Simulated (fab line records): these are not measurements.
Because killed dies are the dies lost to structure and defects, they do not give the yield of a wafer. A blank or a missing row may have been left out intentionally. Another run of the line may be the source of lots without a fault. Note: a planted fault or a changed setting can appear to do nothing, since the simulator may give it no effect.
fab line records	flow n5_finfet
record: lots: 7	wafers: 19	last_day: 17
route steps=1938 shown BEOL_M11@1567 PASSIVATION@1936
lots with no fault: from the same line, run without faults
start_h: start of the lot's first displayed wafer, in hours after the record's first day	wait_h: time in hours since the lot's previous step	" the same as in the row above	L1.1+2: a single row standing in for several wafers	- no value, or no start given	* or withheld: withheld	< > ~ a bound
route shown NAME@n: NAME is a module with steps in the file, n the number in the route of the first one	usual: mean/standard deviation taken from wafers without a fault	same: alike in all rows	chamber/n: place in a boat	sites: readings site by site	_std_site: their standard deviation	_edge_site: inner sites' mean taken away from outer sites' mean	radius_mm: for every site, how far away it sits from the centre of the wafer	mask NAME#n: copy n	behind: tool/chamber where the wafer was last shaped	hold: why the lot went on hold/how many hours it stayed there/how the hold came to an end	device: the n, p or np transistor that did not switch	end of line: the same wafers' tests at the end of the route	a step given without rows: its recipe and nothing more	killed: at the first sort, the dies lost to defects and structure; wafer yield is something else	map: a wafer's dies, x killed, . not, _ none there
set.NAME: the setting as run; set.NAME@STEP: as run at that earlier step	model.NAME: the simulator's own value behind a step, which no gauge read
lots at selected steps of the route; one table per step, one row per wafer
services: from which hour (start_h, from the record's first day; less than 0 if before it) a tool's chamber was out of use, for how many hours, and why
== steps ==
step: N5_BEOL_M11_DEVELOP_27
recipe: develop_time_s: 30	developer: TMAH	resist: CAR-ArF	rinse_liquid: diw	dry: air_spin	dev_temp_c: 23
step: N5_BEOL_M11_CD_MEAS_28
recipe: target_cd_nm: 70	landing_energy_ev: 500	detector: se_inlens	polarity: opening
usual: cd_nm: 69.1/1
lot.wafer	tool	chamber	start_h	wait_h	cd_nm
L146.3	cd_sem-01	0	239.60	-	68.1
L146.4	"	0	"	"	68.6
L146.6	"	0	"	"	68.0
L149.1	cd_sem-02	0	258.13	-	69.6
L149.5	"	0	"	"	69.6
L149.6	"	0	"	"	70.7
L151.1	cd_sem-02	0	273.05	-	69.0
L151.5	"	0	"	"	68.6
L153.4	cd_sem-03	0	275.03	-	70.7
L153.5	"	0	"	"	69.3
L162.1	cd_sem-01	0	333.81	-	70.2
L162.3	"	0	"	"	70.6
L162.5	"	0	"	"	69.1
L166.3	cd_sem-02	0	367.86	-	69.8
L166.4	"	0	"	"	68.5
L166.6	"	0	"	"	68.6
L168.1	cd_sem-01	0	369.86	-	68.9
L168.2	"	0	"	"	68.9
L168.4	"	0	"	"	68.5
step: N5_BEOL_M11_OVL_MEAS_29
recipe: points_per_wafer: 44
usual: V10_OVL: 0.3/0.77
lot.wafer	tool	chamber	start_h	wait_h	V10_OVL[nm]
L146.3	overlay-02	0	239.62	0.0	0.3
L146.4	"	0	"	"	0.1
L146.6	"	0	"	"	0.6
L149.1	overlay-01	0	258.16	0.0	-0.3
L149.5	"	0	"	"	0.6
L149.6	"	0	"	"	0.9
L151.1	overlay-02	0	273.08	0.0	-0.7
L151.5	"	0	"	"	-0.6
L153.4	overlay-01	0	275.06	0.0	0.4
L153.5	"	0	"	"	-0.6
L162.1	overlay-01	0	333.84	0.0	-0.2
L162.3	"	0	"	"	0.4
L162.5	"	0	"	"	0.8
L166.3	overlay-01	0	367.89	0.0	-0.8
L166.4	"	0	"	"	0.4
L166.6	"	0	"	"	1.3
L168.1	overlay-01	0	369.89	0.0	0.5
L168.2	"	0	"	"	0.2
L168.4	"	0	"	"	1.1
step: N5_BEOL_M11_INSPECT_30
recipe: mode: adi	inspect_instrument: brightfield
usual: raw_defect_count: 408/83
lot.wafer	tool	chamber	start_h	wait_h	raw_defect_count
L146.3	defect_inspect-02	-	239.65	0.0	375
L146.4	"	-	"	"	393
L146.6	"	-	"	"	437
L149.1	defect_inspect-02	-	258.18	0.0	365
L149.5	"	-	"	"	396
L149.6	"	-	"	"	335
L151.1	defect_inspect-02	-	273.11	0.0	325
L151.5	"	-	"	"	364
L153.4	defect_inspect-02	-	275.08	0.0	358
L153.5	"	-	"	"	333
L162.1	defect_inspect-02	-	333.87	0.0	394
L162.3	"	-	"	"	440
L162.5	"	-	"	"	466
L166.3	defect_inspect-01	-	367.92	0.0	388
L166.4	"	-	"	"	369
L166.6	"	-	"	"	423
L168.1	defect_inspect-02	-	369.91	0.0	388
L168.2	"	-	"	"	349
L168.4	"	-	"	"	346
step: N5_BEOL_M11_DESCUM_33
recipe: chemistry: O2	time_s: 7.9	source_power_w: 50	bias_power_w: 20	pressure_mtorr: 20	rf_frequency_hz: 2.712e+07	temp_c: 40	resist: CAR-ArF	o2_flow_sccm: 225
usual: drypump_motor_current_A: 5.9/0.46	oes_product_au: 0.82/0.081	rf_vpp_V: 243.1/1.3	showerhead_plenum_p_Torr: 2.10/0.072	throttle_valve_pct: 20.40/0.28
lot.wafer	tool	chamber	start_h	wait_h	drypump_motor_current_A	oes_product_au	rf_hours_counter_h	rf_vpp_V	showerhead_plenum_p_Torr	throttle_valve_pct
L146.3	rie_diel-06	2	240.07	0.4	5.4	0.73	179	241.8	2.08	20.73
L146.4	"	1	"	"	5.5	0.92	27	242.5	2.04	20.21
L146.6	"	3	"	"	5.4	0.88	-	244.6	2.23	20.28
L149.1	rie_diel-03	0	258.22	0.0	6.2	0.92	25	243.7	2.04	19.91
L149.5	"	2	"	"	6.6	0.90	-	243.2	2.15	20.25
L149.6	"	3	"	"	5.7	0.67	-	243.1	2.15	20.69
L151.1	rie_diel-03	0	273.14	0.0	6.2	0.91	29	242.8	2.04	19.91
L151.5	"	0	"	"	6.2	0.93	-	243.0	2.04	19.92
L153.4	rie_diel-03	2	275.13	0.0	6.6	0.90	-	245.5	2.14	20.26
L153.5	"	0	"	"	6.2	0.91	-	243.0	2.04	19.92
L162.1	rie_diel-06	2	333.90	0.0	5.4	0.71	208	242.9	2.07	20.78
L162.3	"	3	"	"	5.4	0.84	82	244.4	2.22	20.32
L162.5	"	0	"	"	6.1	0.79	-	242.7	2.12	20.78
L166.3	rie_diel-03	2	367.98	0.1	6.6	0.86	70	243.8	2.13	20.30
L166.4	"	3	"	"	5.7	0.92	17	244.1	2.14	20.35
L166.6	"	2	"	"	6.6	0.86	-	243.6	2.13	20.31
L168.1	rie_diel-02	0	369.94	0.0	6.2	0.92	15	243.3	2.14	19.89
L168.2	"	1	"	"	6.7	0.74	151	244.1	2.10	20.32
L168.4	"	2	"	"	6.1	0.85	56	242.6	2.04	20.41
step: N5_BEOL_M11_ETCH_65
recipe: chemistry: CF4	target: SiARC	target_depth_a: 390	mask_material: CAR-ArF	time_s: 65	ion_energy_ev: 80	pressure_mtorr: 40	source_w: 545	bias_w: 36	Ar_flow_sccm: 100	cf4_flow_sccm: 100	ends: cleared
step: N5_BEOL_M11_ETCH_66
recipe: chemistry: N2/H2	target: SOC	target_depth_a: 1200	overetch_a: 240	mask_material: SiARC	temp_c: 40	time_s: 180	ion_energy_ev: 200	pressure_mtorr: 30	source_w: 840	bias_w: 150	n2_flow_sccm: 200	h2_flow_sccm: 200
usual: drypump_motor_current_A: 5.9/0.46	oes_product_au: 0.66/0.059	rf_vpp_V: 523.8/2.3	showerhead_plenum_p_Torr: 2.54/0.08	throttle_valve_pct: 17.7/0.33
lot.wafer	tool	chamber	start_h	wait_h	drypump_motor_current_A	oes_product_au	rf_hours_counter_h	rf_vpp_V	showerhead_plenum_p_Torr	throttle_valve_pct
L146.3	rie_diel-06	2	240.15	0.0	5.4	0.60	179	523.2	2.54	18.3
L146.4	"	1	"	"	5.5	0.72	27	522.9	2.50	17.7
L146.6	"	3	"	"	5.4	0.69	-	525.4	2.68	17.4
L149.1	rie_diel-03	0	258.30	0.0	6.2	0.74	25	522.9	2.50	17.5
L149.5	"	2	"	"	6.6	0.72	-	526.2	2.57	17.3
L149.6	"	3	"	"	5.7	0.54	-	526.6	2.61	18.1
L151.1	rie_diel-03	0	273.23	0.0	6.2	0.73	29	522.2	2.50	17.5
L151.5	"	0	"	"	6.2	0.73	-	522.2	2.50	17.5
L153.4	rie_diel-03	2	275.26	0.1	6.6	0.72	-	525.3	2.56	17.3
L153.5	"	0	"	"	6.2	0.73	-	522.4	2.49	17.5
L162.1	rie_diel-06	2	333.99	0.0	5.4	0.59	208	522.0	2.53	18.3
L162.3	"	3	"	"	5.4	0.66	82	528.8	2.67	17.5
L162.5	"	0	"	"	6.0	0.63	-	522.7	2.57	18.1
L166.3	rie_diel-03	2	368.07	0.0	6.6	0.68	70	525.1	2.55	17.4
L166.4	"	3	"	"	5.7	0.73	17	523.2	2.60	17.7
L166.6	"	2	"	"	6.6	0.68	-	524.5	2.55	17.4
L168.1	rie_diel-02	0	370.03	0.0	6.3	0.72	15	525.5	2.57	17.1
L168.2	"	1	"	"	6.6	0.61	151	523.5	2.54	17.7
L168.4	"	2	"	"	6.1	0.70	56	521.1	2.51	18.2
step: N5_BEOL_M11_STRIP_69
recipe: chemistry: N2/H2	temp_c: 40	n2_flow_sccm: 200	h2_flow_sccm: 200	rf_frequency_hz: 6e+07
step: N5_BEOL_M11_VIA_ETCH_34
recipe: chemistry: C4F6/O2	target: SiCOH_lowk	target_depth_a: 1845	mask_material: SOC	taper_deg: 4	time_s: 69.2	ion_energy_ev: 250	pressure_mtorr: 30	source_w: 345	bias_w: 185	Ar_flow_sccm: 300	C4F6_flow_sccm: 10	O2_flow_sccm: 10
usual: drypump_motor_current_A: 5.9/0.46	oes_product_au: 0.82/0.08	rf_vpp_V: 676/19	showerhead_plenum_p_Torr: 2.84/0.089	throttle_valve_pct: 20.84/0.28
lot.wafer	tool	chamber	start_h	wait_h	drypump_motor_current_A	oes_product_au	rf_hours_counter_h	rf_vpp_V	showerhead_plenum_p_Torr	throttle_valve_pct
L146.3	rie_diel-06	2	240.28	0.0	5.4	0.72	179	694	2.82	21.15
L146.4	"	1	"	"	5.5	0.93	27	673	2.79	20.72
L146.6	"	3	"	"	5.4	0.87	-	683	3.01	20.72
L149.1	rie_diel-03	0	258.43	0.0	6.2	0.91	25	687	2.77	20.28
L149.5	"	2	"	"	6.6	0.88	-	690	2.90	20.69
L149.6	"	3	"	"	5.7	0.66	-	674	2.91	21.10
L151.1	rie_diel-03	0	273.35	0.0	6.2	0.90	29	686	2.77	20.30
L151.5	"	0	"	"	6.2	0.91	-	688	2.77	20.32
L153.4	rie_diel-03	2	275.35	0.0	6.6	0.88	-	690	2.90	20.68
L153.5	"	0	"	"	6.2	0.90	-	686	2.77	20.31
L162.1	rie_diel-06	2	334.11	0.0	5.3	0.70	208	696	2.80	21.17
L162.3	"	3	"	"	5.4	0.82	82	682	3.00	20.74
L162.5	"	0	"	"	6.0	0.78	-	653	2.87	21.22
L166.3	rie_diel-03	2	368.19	0.0	6.6	0.86	70	689	2.88	20.74
L166.4	"	3	"	"	5.7	0.91	17	675	2.90	20.77
L166.6	"	2	"	"	6.7	0.85	-	690	2.88	20.75
L168.1	rie_diel-02	0	370.15	0.0	6.3	0.90	15	659	2.92	20.45
L168.2	"	1	"	"	6.7	0.75	151	717	2.84	20.68
L168.4	"	2	"	"	6.2	0.86	56	680	2.78	20.97
step: N5_BEOL_M11_STRIP_73
recipe: chemistry: C4F6/O2	resist: SiARC	rf_frequency_hz: 6e+07
step: N5_BEOL_M11_STRIP_36
recipe: chemistry: N2/H2	power_w: 450	temp_c: 40	pressure_mtorr: 20	rf_frequency_hz: 6e+07	overash_fraction: 0.3	bias_power_w: 7	h2_frac: 0.5	n2_flow_sccm: 200	h2_flow_sccm: 200
usual: drypump_motor_current_A: 5.9/0.46	oes_product_au: 0.82/0.08	rf_vpp_V: 59.2/1.7	showerhead_plenum_p_Torr: 2.53/0.08	throttle_valve_pct: 23.4/0.42
same: overash_fraction: 0.3
lot.wafer	tool	chamber	start_h	wait_h	drypump_motor_current_A	oes_product_au	rf_hours_counter_h	rf_vpp_V	showerhead_plenum_p_Torr	throttle_valve_pct
L146.3	rie_diel-06	2	240.34	0.0	5.4	0.74	179	58.7	2.54	24.0
L146.4	"	1	"	"	5.5	0.91	27	56.5	2.50	23.6
L146.6	"	3	"	"	5.4	0.88	-	60.1	2.68	23.1
L149.1	rie_diel-03	0	258.49	0.0	6.2	0.93	25	58.8	2.49	23.4
L149.5	"	2	"	"	6.6	0.90	-	60.8	2.56	22.8
L149.6	"	3	"	"	5.7	0.66	-	58.9	2.61	23.8
L151.1	rie_diel-03	0	273.41	0.0	6.2	0.92	29	59.8	2.49	23.4
L151.5	"	0	"	"	6.2	0.91	-	57.9	2.49	23.4
L153.4	rie_diel-03	2	275.41	0.0	6.6	0.89	-	61.1	2.56	22.8
L153.5	"	0	"	"	6.2	0.91	-	58.8	2.49	23.4
L162.1	rie_diel-06	2	334.17	0.0	5.3	0.70	208	55.6	2.53	24.1
L162.3	"	3	"	"	5.4	0.84	82	54.7	2.66	23.1
L162.5	"	0	"	"	6.0	0.78	-	60.7	2.56	23.8
L166.3	rie_diel-03	2	368.25	0.0	6.6	0.86	70	56.9	2.55	22.9
L166.4	"	3	"	"	5.7	0.90	17	62.4	2.60	23.5
L166.6	"	2	"	"	6.6	0.85	-	61.3	2.55	22.9
L168.1	rie_diel-02	0	370.22	0.0	6.3	0.93	15	58.7	2.57	22.7
L168.2	"	1	"	"	6.6	0.74	151	60.3	2.53	23.4
L168.4	"	2	"	"	6.1	0.84	56	62.4	2.50	24.3
step: N5_BEOL_M11_TRENCH_ETCH_37
recipe: chemistry: C4F6/O2	target_depth_a: 1488.3	target: SiCOH_lowk	time_s: 48	ion_energy_ev: 250	pressure_mtorr: 30	source_w: 345	bias_w: 185	Ar_flow_sccm: 300	C4F6_flow_sccm: 10	O2_flow_sccm: 10
step: N5_BEOL_M11_ETCH_41
recipe: chemistry: CH3F/O2	target: SiCN	target_depth_a: 426	taper_deg: 2	time_s: 86	ion_energy_ev: 120	mask_material: TiN	pressure_mtorr: 30	source_w: 395	bias_w: 75	Ar_flow_sccm: 150	CH3F_flow_sccm: 30	O2_flow_sccm: 20
usual: CH3F_flow_sccm: 30.00/0.096	drypump_motor_current_A: 5.9/0.46	oes_product_au: 0.82/0.079	rf_vpp_V: 297.4/1.4	showerhead_plenum_p_Torr: 2.00/0.065	throttle_valve_pct: 16.26/0.28
lot.wafer	tool	chamber	start_h	wait_h	CH3F_flow_sccm	drypump_motor_current_A	oes_product_au	rf_hours_counter_h	rf_vpp_V	showerhead_plenum_p_Torr	throttle_valve_pct	model.etch.depth_nm
L146.3	rie_diel-06	2	240.42	-	30.11	5.3	0.73	179	298.6	1.98	16.60	31.61
L146.4	"	1	"	"	30.12	5.5	0.92	27	295.7	1.96	16.08	34.64
L146.6	"	3	"	"	29.91	5.4	0.86	-	300.6	2.12	16.11	33.38
L149.1	rie_diel-03	0	258.57	-	30.15	6.2	1.19	25	296.8	1.94	15.76	48.42
L149.5	"	2	"	"	30.01	6.6	1.17	-	298.4	2.04	16.11	48.98
L149.6	"	3	"	"	29.83	5.6	0.66	-	299.1	2.05	16.57	31.22
L151.1	rie_diel-03	0	273.49	-	30.15	6.2	1.19	29	297.0	1.94	15.78	48.62
L151.5	"	0	"	"	30.05	6.2	1.18	-	297.7	1.94	15.80	48.18
L153.4	rie_diel-03	2	275.50	-	30.01	6.6	0.88	-	296.1	2.04	16.12	32.42
L153.5	"	0	"	"	29.93	6.2	1.19	-	295.9	1.94	15.78	48.77
L162.1	rie_diel-06	2	334.25	-	30.02	5.4	0.70	208	298.0	1.97	16.66	30.76
L162.3	"	3	"	"	30.07	5.4	0.82	82	299.2	2.11	16.15	32.72
L162.5	"	0	"	"	29.97	6.1	0.80	-	297.1	2.02	16.57	33.87
L166.3	rie_diel-03	2	368.33	-	30.03	6.6	0.85	70	296.4	2.03	16.17	32.65
L166.4	"	3	"	"	29.91	5.7	0.90	17	297.3	2.04	16.16	32.72
L166.6	"	2	"	"	30.09	6.6	0.85	-	296.7	2.03	16.16	32.84
L168.1	rie_diel-02	0	370.30	-	30.05	6.3	0.90	15	298.7	2.05	15.82	32.65
L168.2	"	1	"	"	30.09	6.6	0.75	151	296.3	2.00	16.17	32.25
L168.4	"	2	"	"	29.92	6.1	0.85	56	296.2	1.95	16.32	32.36
step: N5_BEOL_M11_STRIP_77
recipe: chemistry: N2/H2	time_s: 10	power_w: 450	temp_c: 40	pressure_mtorr: 20	rf_frequency_hz: 6e+07	bias_power_w: 7	n2_flow_sccm: 200	h2_flow_sccm: 200
usual: drypump_motor_current_A: 5.9/0.46	oes_product_au: 0.82/0.08	rf_vpp_V: 59.3/0.88	showerhead_plenum_p_Torr: 2.53/0.08	throttle_valve_pct: 23.4/0.42
lot.wafer	tool	chamber	start_h	wait_h	drypump_motor_current_A	oes_product_au	rf_hours_counter_h	rf_vpp_V	showerhead_plenum_p_Torr	throttle_valve_pct
L146.3	rie_diel-06	2	-	-	5.3	0.74	179	59.2	2.54	24.1
L146.4	"	1	"	"	5.5	0.92	27	60.0	2.50	23.6
L146.6	"	3	"	"	5.4	0.88	-	58.7	2.68	23.1
L149.1	rie_diel-03	0	-	-	6.2	0.92	25	58.9	2.49	23.4
L149.5	"	2	"	"	6.6	0.90	-	59.4	2.56	22.8
L149.6	"	3	"	"	5.7	0.68	-	60.4	2.61	23.9
L151.1	rie_diel-03	0	-	-	6.2	0.92	29	60.2	2.49	23.4
L151.5	"	0	"	"	6.2	0.91	-	58.4	2.49	23.4
L153.4	rie_diel-03	2	-	-	6.6	0.89	-	59.9	2.56	22.8
L153.5	"	0	"	"	6.2	0.92	-	59.2	2.49	23.4
L162.1	rie_diel-06	2	-	-	5.4	0.72	208	60.3	2.53	24.1
L162.3	"	3	"	"	5.4	0.84	82	59.0	2.66	23.1
L162.5	"	0	"	"	6.1	0.79	-	59.4	2.56	23.8
L166.3	rie_diel-03	2	-	-	6.6	0.85	70	58.9	2.55	22.9
L166.4	"	3	"	"	5.7	0.90	17	60.3	2.60	23.6
L166.6	"	2	"	"	6.6	0.85	-	58.0	2.55	22.9
L168.1	rie_diel-02	0	-	-	6.3	0.91	15	58.2	2.57	22.7
L168.2	"	1	"	"	6.6	0.74	151	61.2	2.54	23.4
L168.4	"	2	"	"	6.1	0.85	56	59.9	2.50	24.3
step: N5_PASSIVATION_PROBE_49
usual: defect_limited_yield: 91.1/1.6	killed_at_M0_to_M3: 35/11	killed_at_M4_up: 13/5.4	killed_at_contacts: 13/6.5	killed_at_front_end: 40/14	killed_at_other: 4/3.1	killed_dies: 105/18	killed_open: 69/14	killed_short: 34/7.3	sort_bin_5_function: 5.2/0.96	sort_bin_6_memory: 3.4/0.77	sort_n_pass: 1075/19	sort_yield_pct: 91.1/1.6
same: gross_dies: 1180	killed_at_back_side: 0	sort_bin_4_leakage[%]: 0	sort_bin_8_speed[%]: 0
lot.wafer	tool	chamber	start_h	wait_h	defect_limited_yield[%]	killed_at_M0_to_M3	killed_at_M4_up	killed_at_contacts	killed_at_front_end	killed_at_other	killed_dies	killed_open	killed_short	sort_bin_5_function[%]	sort_bin_6_memory[%]	sort_n_pass	sort_yield_pct[%]
L153.5	prober-02	-	313.71	0.2	90.5	35	6	14	51	6	112	68	32	4.7	3.6	1068	90.5
L162.1	prober-02	-	381.14	0.0	87.1	50	12	13	75	2	152	97	55	6.9	5.3	1028	87.1
L162.3	prober-02	-	381.24	0.1	90.7	50	15	7	37	1	110	76	34	4.8	3.9	1070	90.7
L162.5	prober-02	-	381.34	0.2	89.5	34	19	16	54	1	124	86	38	5.8	4.7	1056	89.5
killed by level:class
L153.5 FIN_SAQP:geometric_particle:open=12 HKMG_FIN:area_etch=11 MOL_CONTACT_COAG:geometric_particle:open=9 BEOL_M1:geometric_particle:open=9 BEOL_M3:geometric_particle:open=8 STI_FIN_REVEAL:geometric_particle:open=7 FIN_SAQP:geometric_particle:short=6 MOL_CONTACT_COAG:geometric_particle:short=5
L162.1 STI_FIN_REVEAL:geometric_particle:open=25 BEOL_M0_SAQP:geometric_particle:open=12 BEOL_M0_SAQP:geometric_particle:short=11 FIN_SAQP:geometric_particle:open=9 GATE_CUT:geometric_particle:short=9 BEOL_M1:geometric_particle:open=9 FIN_SAQP:geometric_particle:short=7 MOL_CONTACT_COAG:geometric_particle:open=7
L162.3 BEOL_M0_SAQP:geometric_particle:short=17 STI_FIN_REVEAL:geometric_particle:open=11 BEOL_M1:geometric_particle:open=11 BEOL_M3:geometric_particle:open=9 BEOL_M4:geometric_particle:open=8 BEOL_M0_SAQP:geometric_particle:open=7 STARTING-WAFER:geometric_particle:open=7 DUMMY_GATE:geometric_particle:open=6
L162.5 STI_FIN_REVEAL:geometric_particle:open=21 MOL_CONTACT_COAG:geometric_particle:open=13 FIN_SAQP:geometric_particle:open=10 BEOL_M0_SAQP:geometric_particle:short=10 BEOL_M0_SAQP:geometric_particle:open=8 BEOL_M4:geometric_particle:open=8 GATE_CUT:geometric_particle:short=5 BEOL_M1:geometric_particle:open=5
== services ==
tool	chamber	start_h	hours	kind
rie_diel-06	1	268.83	5.7	repair
rie_diel-03	0	288.35	3.7	repair
rie_diel-03	3	298.09	-	clean
rie_diel-03	3	298.09	-	consumable_replace:focus_ring
rie_diel-03	3	298.09	12.6	scheduled_down
rie_diel-03	3	298.09	12.6	vent_cycle
rie_diel-02	0	307.50	-	clean
rie_diel-02	0	307.50	-	consumable_replace:focus_ring
rie_diel-02	0	307.50	16.1	scheduled_down
rie_diel-02	0	307.50	16.1	vent_cycle
rie_diel-06	-	351.47	2.8	pm
== key ==
first_sign: step: N5_BEOL_M11_ETCH_41	reading: oes_product_au	direction: up	sigmas: 4.7	usual: 0.82	struck: 1.18
effect none on later readings
model_effect: step: N5_BEOL_M11_ETCH_41	value: etch.depth_nm	without: 32.66	struck: 48.6
met_at N5_BEOL_M11_ETCH_41
struck_wafers L149.1,L149.5,L151.1,L151.5,L153.5
baseline_loss: step: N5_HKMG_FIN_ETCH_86	wafers: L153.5
fault: kind: process_parameter_drift	tool: rie_diel-03	chamber: -	onset_h: 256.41	steps: N5_BEOL_M11_ETCH_41	channel: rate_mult	offset: 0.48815	shape: step	end_h: 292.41	scope: struck_wafers_only
baseline_loss: these wafers lose ten dies or more at that step, a loss of the line's own and not of a fault; the sort's usual values leave them out
